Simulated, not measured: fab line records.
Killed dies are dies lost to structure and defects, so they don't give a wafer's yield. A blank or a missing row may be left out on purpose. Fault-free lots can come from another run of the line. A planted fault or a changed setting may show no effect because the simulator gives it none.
Code-filled problem report in 8D (eight disciplines) form ; flow nand harc ; the parts of the form that need people (team, actions taken, sign-off) are left out

== 1. WHAT WENT WRONG ==
Wafers without a fault read 1.4 %, standard deviation 0.55; sort_bin_2_pct at NHARC_END_SORT_01 reads a mean of 96.9 % on 3 wafers belonging to 3 lots. That is +99 or more standard deviations from the usual mean.
First seen on wafer L806.3, day 23 23:35, on prober-01. The record has a number at this step for 8 wafers belonging to 3 lots. Rule for "out", or "out of limits": more than 4 standard deviations from the usual mean. Any other wafer with a number is counted as sound.

== 2. WHAT THIS IS AND IS NOT ==
question;is;is not
which readings at this step;sort_bin_2_pct, defect limited yield, killed at array, killed dies, sort n pass, sort rim yield pct, sort yield pct;killed at other, killed at periphery, killed open, killed short, sort_bin_3_pct, sort_bin_4_pct
which lots;L803, L805, L806;-
which wafers of those lots;L803.5, L805.3, L806.3;L803.6, L805.1, L805.4, L806.1, L806.4
read on which gauges;prober-01, prober-02;-
when;from day 23 23:35;"up to then (1 sound wafer); but 4 sound wafers of L803, L805, L806 came after"

== 3. WHAT RULES OUT EACH SUSPECT ==
Counting: a tool at a process step up to the reading stays a suspect if it ran every lot that is out. Sound lots after the first of them don't rule it out here, since some wafers of a struck lot are sound.
- the gauge at NHARC_END_SORT_01 is ruled out. 2 gauges (prober-01, prober-02) read the wafers that are out.
- pvd sputter-02 at NHARC_A_M1_PVD_21 (deposits Cu, target thk 30 nm, time 20.49 s): kept. It ran every lot that is out, first L806 (day 22 10:43).
After counting, what remains is pvd sputter-02 at NHARC_A_M1_PVD_21.

== 4. THE CAUSE (what the simulator had put in) ==
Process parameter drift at NHARC_A_M1_PVD_21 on pvd sputter-02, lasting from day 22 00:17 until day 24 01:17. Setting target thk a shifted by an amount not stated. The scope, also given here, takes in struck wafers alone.
The count eliminated every tool but this one.

== 5. THE EFFECT CHAIN, in route order ==
Rows list readings where the struck wafers' mean (over those with a number) sits beyond 3 standard deviations from the usual. Only readings whose record carries a usual standard deviation are examined. hours: median over the lots of the time between each lot's start at the first step of this table that gives one and its start at this step. sigmas: the change, counted in usual standard deviations.
hours;step;reading;usual;on struck wafers;change;sigmas
0;NHARC_END_SORT_01;defect limited yield;95.4 %;0.0;-95.4;-73
0;NHARC_END_SORT_01;killed at array;27;674;+647;+81
0;NHARC_END_SORT_01;killed dies;31;677;+646;+73
0;NHARC_END_SORT_01;sort_bin_2_pct;1.4 %;96.9;+95.5;+99 or more
0;NHARC_END_SORT_01;sort n pass;646;0;-646;-73
0;NHARC_END_SORT_01;sort rim yield pct;95.5 %;0.0;-95.5;-35
0;NHARC_END_SORT_01;sort yield pct;95.4 %;0.0;-95.4;-73

== 6. WHAT WOULD HAVE CAUGHT IT SOONER ==
Counted from the fault's start at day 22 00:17, it took 47 hours until the first out-of-limits reading at a measuring or inspecting step in this record, taken at day 23 23:35.
No tool reading at NHARC_A_M1_PVD_21 that has a usual standard deviation in the record was out on any struck wafer, so an alarm limit of 4 standard deviations on those readings would not have fired.
The start of NHARC_A_M1_PVD_21 on pvd sputter-02 came by day 23 23:35 for every one of the lots that are out (3). None of them would have been spared by holding the tool at that moment.
